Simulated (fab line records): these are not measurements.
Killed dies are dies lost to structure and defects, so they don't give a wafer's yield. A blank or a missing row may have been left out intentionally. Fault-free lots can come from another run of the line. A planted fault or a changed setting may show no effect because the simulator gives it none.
Split-lot trial / flow n5_finfet / on a route of 1938 steps: 7 lots, 21 wafers read

== ON THE SPLIT ==
At N5_DUMMY_GATE_EXPOSE_12 (exposes mask GATE, target cd 25 nm), the setting dose_mj was moved away from the recipe's 34 on 5 of the 21 wafers read, by +4.3% to +6.2%. The other wafers ran this setting at the recipe's value.

== FROM THE SPLIT TO THE READING: what the file shows between them, 2 steps ==
- N5_DUMMY_GATE_PEB_13: peb time 60 s
- N5_DUMMY_GATE_DEVELOP_14: develop time 30 s

== THE READING ==
cd_nm (nm) at N5_DUMMY_GATE_CD_MEAS_15, where the cd target is 25.8 nm. Fault-free wafers of this fab line usually give 24.93 nm, standard deviation 0.27 nm.

wafer=L076.1; tool, chamber at the split=euv_scanner-01, 0; dose_mj as run=35.45; against the recipe=+4.3%; cd_nm, nm=24.04; against lot-mates on the recipe=-0.84
wafer=L076.5; tool, chamber at the split=euv_scanner-01, 0; dose_mj as run=34; against the recipe=recipe; cd_nm, nm=24.73; against lot-mates on the recipe=-
wafer=L076.6; tool, chamber at the split=euv_scanner-01, 0; dose_mj as run=34; against the recipe=recipe; cd_nm, nm=25.03; against lot-mates on the recipe=-
wafer=L078.1; tool, chamber at the split=euv_scanner-01, 0; dose_mj as run=34; against the recipe=recipe; cd_nm, nm=25.01; against lot-mates on the recipe=-
wafer=L078.2; tool, chamber at the split=euv_scanner-01, 0; dose_mj as run=34; against the recipe=recipe; cd_nm, nm=24.77; against lot-mates on the recipe=-
wafer=L078.4; tool, chamber at the split=euv_scanner-01, 0; dose_mj as run=34; against the recipe=recipe; cd_nm, nm=24.64; against lot-mates on the recipe=-
wafer=L080.1; tool, chamber at the split=euv_scanner-02, 0; dose_mj as run=34; against the recipe=recipe; cd_nm, nm=25.01; against lot-mates on the recipe=-
wafer=L080.2; tool, chamber at the split=euv_scanner-02, 0; dose_mj as run=34; against the recipe=recipe; cd_nm, nm=25.11; against lot-mates on the recipe=-
wafer=L080.5; tool, chamber at the split=euv_scanner-02, 0; dose_mj as run=34; against the recipe=recipe; cd_nm, nm=25.08; against lot-mates on the recipe=-
wafer=L084.2; tool, chamber at the split=euv_scanner-01, 0; dose_mj as run=34; against the recipe=recipe; cd_nm, nm=24.99; against lot-mates on the recipe=-
wafer=L084.3; tool, chamber at the split=euv_scanner-01, 0; dose_mj as run=34; against the recipe=recipe; cd_nm, nm=24.66; against lot-mates on the recipe=-
wafer=L084.6; tool, chamber at the split=euv_scanner-01, 0; dose_mj as run=34; against the recipe=recipe; cd_nm, nm=25.12; against lot-mates on the recipe=-
wafer=L090.1; tool, chamber at the split=euv_scanner-02, 0; dose_mj as run=34; against the recipe=recipe; cd_nm, nm=24.86; against lot-mates on the recipe=-
wafer=L090.3; tool, chamber at the split=euv_scanner-02, 0; dose_mj as run=36.12; against the recipe=+6.2%; cd_nm, nm=23.71; against lot-mates on the recipe=-1.05
wafer=L090.5; tool, chamber at the split=euv_scanner-02, 0; dose_mj as run=34; against the recipe=recipe; cd_nm, nm=24.66; against lot-mates on the recipe=-
wafer=L093.1; tool, chamber at the split=euv_scanner-01, 0; dose_mj as run=34; against the recipe=recipe; cd_nm, nm=24.60; against lot-mates on the recipe=-
wafer=L093.3; tool, chamber at the split=euv_scanner-01, 0; dose_mj as run=35.75; against the recipe=+5.1%; cd_nm, nm=23.89; against lot-mates on the recipe=-0.71
wafer=L093.4; tool, chamber at the split=euv_scanner-01, 0; dose_mj as run=35.75; against the recipe=+5.1%; cd_nm, nm=24.14; against lot-mates on the recipe=-0.46
wafer=L095.1; tool, chamber at the split=euv_scanner-01, 0; dose_mj as run=34; against the recipe=recipe; cd_nm, nm=25.47; against lot-mates on the recipe=-
wafer=L095.3; tool, chamber at the split=euv_scanner-01, 0; dose_mj as run=34; against the recipe=recipe; cd_nm, nm=25.28; against lot-mates on the recipe=-
wafer=L095.6; tool, chamber at the split=euv_scanner-01, 0; dose_mj as run=36; against the recipe=+5.9%; cd_nm, nm=24.20; against lot-mates on the recipe=-1.18

THE FIT
A straight line over all 21 wafers: cd_nm changes by -0.175 nm for each +1% of dose_mj; r = -0.87; the points scatter about the line by 0.24 nm.
The same after taking each lot's own level away (the mean of its wafers on the recipe; 21 wafers): -0.16 nm for each +1%; r = -0.92; scatter 0.16 nm.
The reading moves by 1 nm for the largest change in dose_mj, on that fit.
The lots' own levels span 24.600 to 25.375 nm, that is 2.9 times the standard deviation above.
The two slopes agree, so the slope changes little with the lot-to-lot level.
Check: -0.974 nm against its lot-mates is what the line predicts for one of the wafers moved furthest among these (+6.2%) when that wafer is left out of the fit. Against them it came out at -1.05 nm.

== FURTHER SPLITS ON THESE WAFERS ==
Before the reading, these wafers also passed through other splits. Each is held against what the fit with the lots' levels taken away leaves over:
other split on the same wafers=N5_FIN_SAQP_HM_DEP_03 time_s; wafers away from the commonest value=5; r with cd_nm (lot level and that fit taken away)=+0.03
other split on the same wafers=N5_FIN_SAQP_SPACER1_ALD_24 temp_c; wafers away from the commonest value=8; r with cd_nm (lot level and that fit taken away)=+0.10
other split on the same wafers=N5_FIN_SAQP_MANDREL_ETCH_58 bias_w; wafers away from the commonest value=7; r with cd_nm (lot level and that fit taken away)=+0.02
other split on the same wafers=N5_DUMMY_GATE_COAT_28 spin_rpm; wafers away from the commonest value=9; r with cd_nm (lot level and that fit taken away)=-0.15

== THE FILE'S OWN FIT ==
cd_nm changes by -0.169 nm for each +1% of dose_mj, r = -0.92.
